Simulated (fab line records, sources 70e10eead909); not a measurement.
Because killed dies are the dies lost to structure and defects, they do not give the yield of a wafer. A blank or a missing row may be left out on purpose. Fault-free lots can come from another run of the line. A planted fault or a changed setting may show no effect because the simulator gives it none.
A struck lot beside a sound one :: flow nand_harc :: 45 steps out of a route of 1159
Sound: these wafers, L708.2, L708.3, L708.4. Struck: wafer L714.4. (L714.1, L714.6 of the same lot were not struck and are left out.) The cause comes at the end.
Each step with rows lists, per side, the tool, then ch with its chambers, then its first start. Under that, the readings that differ: sound wafers :: struck wafers :: difference of the means :: sigmas: that difference in standard deviations of wafers without a fault.
alike: readings with means less than 2 such deviations apart, plus words and numbers identical on both sides. not compared: withheld readings, readings lacking a value on some wafer, bounds such as >300 that could conceal the same value, and numbers that have no deviation in the record and whose values overlap.
A row with sigmas, a row that says differs or no value, or rows on one side alone: a step with any of these is where the two part. Numbers that have no deviation but don't overlap get no sigmas and don't part them. Lack of a reading on every wafer of one side parts them only where that side has two or more wafers.

first, 7 steps without rows for these wafers: NHARC_P_ZERO_WELL_COAT_64 (time 65 s); NHARC_P_ZERO_WELL_COAT_05 (resist thk 600 nm); NHARC_P_ZERO_WELL_SOFTBAKE_06 (time 70 s); NHARC_P_ZERO_WELL_EBR_07; NHARC_P_ZERO_WELL_EXPOSE_08 (exposes mask P ZERO, target cd 500 nm); NHARC_P_ZERO_WELL_PEB_09 (peb time 80 s); NHARC_P_ZERO_WELL_DEVELOP_10 (time 50 s).
NHARC_P_ZERO_WELL_CD_MEAS_11 targets a cd of 500 nm.
  sound on cd_sem-01 ch 0, day 2 13:29; struck on cd_sem-03 ch 0, day 4 01:15
  alike: cd_nm
then, 1 step without rows for these wafers: NHARC_P_ZERO_WELL_HARDBAKE_12 (time 65 s).
NHARC_P_ZERO_WELL_DESCUM_13: chemistry O2, time 3 s.
  sound on rie_diel-06 ch 1,2,3, day 2 13:39; struck on rie_diel-04 ch 3, day 4 01:25
reading: rf_hours_counter_h (h)
sound: 11 10 9
struck: 8
difference: -2
sigmas: 
  alike: chamber_pressure_mTorr, drypump_motor_current_A, oes_product_au, rf_vpp_V, showerhead_plenum_p_Torr, throttle_valve_pct
NHARC_P_ZERO_WELL_ETCH_65: etches the open film in N2/H2, target depth 80 nm, overetch 24 nm, time 87.88 s.
  sound on rie_diel-06 ch 0,2,3, day 2 13:44; struck on rie_diel-04 ch 2, day 4 01:30
reading: drypump_motor_current_A (A)
sound: 5.0 5.9 5.8
struck: 6.5
difference: +0.9
sigmas: +2

reading: rf_hours_counter_h (h)
sound: 10 9 11
struck: 7
difference: -3
sigmas: 
  alike: bias_w, chamber_pressure_mTorr, h2_flow_sccm, oes_product_au, rf_vpp_V, showerhead_plenum_p_Torr, throttle_valve_pct
NHARC_P_ZERO_WELL_ETCH_62: etches the open film in CHF3/Ar, target depth 13 nm, time 6.5 s.
  sound: rie_diel-06 ch 0,1,3; struck: rie_diel-04 ch 1
reading: rf_hours_counter_h (h)
sound: 10 9 10
struck: 7
difference: -3
sigmas: 

reading: throttle_valve_pct (%)
sound: 20.216 20.218 20.213
struck: 20.237
difference: +0.021
sigmas: +2
  alike: bias_w, chamber_pressure_mTorr, drypump_motor_current_A, oes_product_au, rf_vpp_V, showerhead_plenum_p_Torr
NHARC_P_ZERO_WELL_ETCH_63: etches the open film in HBr/Cl2, target depth 120 nm, time 40.1 s.
  sound on rie_si-03 ch 0,1,3, day 2 13:55; struck on rie_si-03 ch 1, day 4 01:40
reading: rf_hours_counter_h (h)
sound: 0.5 0.4 0.6
struck: 0.8
difference: +0.3
sigmas: 
  alike: bias_w, chamber_pressure_mTorr, drypump_motor_current_A, mfc_cl2_sccm, oes_product_au, throttle_valve_pct
then, 9 steps without rows for these wafers: NHARC_P_ZERO_WELL_STRIP_15 (strips in SPM, time 900 s); NHARC_P_ZERO_WELL_DEHYDRATE_16 (time 120 s); NHARC_P_ZERO_WELL_HMDS_17 (time 30 s); NHARC_P_ZERO_WELL_COAT_18; NHARC_P_ZERO_WELL_SOFTBAKE_19 (time 95 s); NHARC_P_ZERO_WELL_EBR_20; NHARC_P_ZERO_WELL_EXPOSE_21 (exposes mask P NWELL, target cd 720 nm); NHARC_P_ZERO_WELL_PEB_22 (peb time 85 s); NHARC_P_ZERO_WELL_DEVELOP_23 (time 70 s).
NHARC_P_ZERO_WELL_CD_MEAS_24 targets a cd of 720 nm.
  sound on cd_sem-02 ch 0, day 2 14:43; struck on cd_sem-03 ch 0, day 4 02:36
  alike: cd_nm
then, 1 step without rows for these wafers: NHARC_P_ZERO_WELL_HARDBAKE_25 (time 80 s).
NHARC_P_ZERO_WELL_DESCUM_26: chemistry O2, time 3 s.
  sound on rie_diel-07 ch 0,2,3, day 2 14:52; struck on rie_diel-04 ch 3, day 4 02:46
reading: oes_product_au (a.u.)
sound: 0.994 1.000 0.979
struck: 1.013
difference: +0.022
sigmas: +2
  alike: chamber_pressure_mTorr, drypump_motor_current_A, rf_vpp_V, showerhead_plenum_p_Torr, throttle_valve_pct
  not compared: rf_hours_counter_h
then, 12 steps without rows for these wafers: NHARC_P_ZERO_WELL_IMPLANT_27; NHARC_P_ZERO_WELL_IMPLANT_57; NHARC_P_ZERO_WELL_IMPLANT_58; NHARC_P_ZERO_WELL_STRIP_28 (strips in SPM, time 840 s); NHARC_P_ZERO_WELL_DEHYDRATE_29 (time 120 s); NHARC_P_ZERO_WELL_HMDS_30 (time 30 s); NHARC_P_ZERO_WELL_COAT_31; NHARC_P_ZERO_WELL_SOFTBAKE_32 (time 95 s); NHARC_P_ZERO_WELL_EBR_33; NHARC_P_ZERO_WELL_EXPOSE_34 (exposes mask P PWELL, target cd 720 nm); NHARC_P_ZERO_WELL_PEB_35 (peb time 85 s); NHARC_P_ZERO_WELL_DEVELOP_36 (time 70 s).
NHARC_P_ZERO_WELL_CD_MEAS_37 targets a cd of 720 nm.
  sound on cd_sem-03 ch 0, day 2 16:22; struck on cd_sem-02 ch 0, day 4 04:15
  alike: cd_nm
then, 1 step without rows for these wafers: NHARC_P_ZERO_WELL_HARDBAKE_38 (time 80 s).
NHARC_P_ZERO_WELL_DESCUM_39: chemistry O2, time 3 s.
  sound on rie_diel-04 ch 1,2,3, day 2 16:32; struck on rie_diel-04 ch 3, day 4 04:25
reading: rf_hours_counter_h (h)
sound: 7 5 6
struck: 8
difference: +2
sigmas: 

reading: throttle_valve_pct (%)
sound: 11.309 11.298 11.303
struck: 11.321
difference: +0.018
sigmas: +2
  alike: chamber_pressure_mTorr, drypump_motor_current_A, oes_product_au, rf_vpp_V, showerhead_plenum_p_Torr
then, 2 steps without rows for these wafers: NHARC_P_ZERO_WELL_IMPLANT_40; NHARC_P_ZERO_WELL_IMPLANT_59.
NHARC_P_ZERO_WELL_INSPECT_43:
  sound: defect_inspect-02 at day 2 19:50; struck: defect_inspect-01 at day 4 07:43
reading: raw_defect_count
sound: 20 9 11
struck: 422
difference: +409
sigmas: +73
NHARC_P_STI_INSPECT_11:
  sound: defect_inspect-02 at day 3 11:11; struck: defect_inspect-02 at day 4 23:01
reading: raw_defect_count
sound: 5 6 2
struck: 425
difference: +421
sigmas: +99 or more
-- jump in the record: it breaks off in module P_STI and resumes in module END (first step shown: number 1159 of the route), and 17 days separate the struck wafers' starts before and after --
NHARC_END_SORT_01:
  the record has rows for the struck wafers here (prober-01 ch 0, day 21 23:02) and none for the sound ones

## WHERE THEY PART
At NHARC_P_ZERO_WELL_ETCH_65 first; at NHARC_END_SORT_01 last (within this record only).

WHY: whatever the simulator had introduced
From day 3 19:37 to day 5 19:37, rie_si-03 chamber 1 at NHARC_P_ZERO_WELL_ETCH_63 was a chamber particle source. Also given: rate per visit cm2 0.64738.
